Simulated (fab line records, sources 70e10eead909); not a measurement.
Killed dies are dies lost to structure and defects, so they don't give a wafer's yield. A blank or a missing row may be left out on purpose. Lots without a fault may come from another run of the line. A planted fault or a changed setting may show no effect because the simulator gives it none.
Chamber matching | flow nand_harc | NHARC_A_CONTACT_DEP_29 on pecvd-01: 3 sister chambers
The step deposits SiON, target thk 70 nm. 16 wafers are shown with their chamber, then 8 later ones without.

WAFERS WITH THEIR CHAMBER
wafer  | chamber | heater_power_w (W)
L418.1 | 2       | 779
L418.2 | 1       | 923
L418.3 | 1       | 920
L419.1 | 1       | 910
L419.2 | 2       | 683
L419.3 | 1       | 908
L420.1 | 2       | 764
L420.4 | 2       | 755
L420.6 | 0       | 790
L425.2 | 0       | 755
L425.3 | 2       | 786
L425.4 | 0       | 758
L438.2 | 1       | 754
L438.3 | 2       | 811
L438.5 | 2       | 800
L436.2 | 2       | 837

SIGNATURES (means of the wafers above)
reading        | chamber 0 | chamber 1 | chamber 2 | scatter within a chamber
heater_power_w | 767.67    | 883.00    | 776.88    | 53
Rule: a wafer's distance from a chamber is the root of the sum, over the readings, of the square of ((its reading less the chamber's mean) divided by the reading's scatter). The wafer belongs to the nearest chamber; if the next one is less than 2 further off, it can't be placed. The scatter: the root of (the sum of the squares of (reading less its chamber's mean) over the shown wafers, divided by (wafers less chambers)).

WAFERS WITHOUT THEIR CHAMBER
wafer  | heater_power_w (W)
L436.5 | 716
L436.6 | 857
L440.4 | 804
L440.5 | 843
L440.6 | 902
L439.1 | 756
L439.2 | 739
L439.4 | 751

WHICH CHAMBER EACH WENT THROUGH
wafer  | from the rows above          | in truth
L436.5 | can't be placed: 0 or 2      | 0
L436.6 | can't be placed: 1 or 2 or 0 | 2
L440.4 | can't be placed: 2 or 0 or 1 | 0
L440.5 | can't be placed: 1 or 2 or 0 | 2
L440.6 | 1                            | 1
L439.1 | can't be placed: 0 or 2      | 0
L439.2 | can't be placed: 0 or 2      | 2
L439.4 | can't be placed: 0 or 2      | 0
Placed correctly: 1 of 8. Can't be placed from these rows: 7 (the true chamber is among the candidates in 7). Placed wrongly: 0.
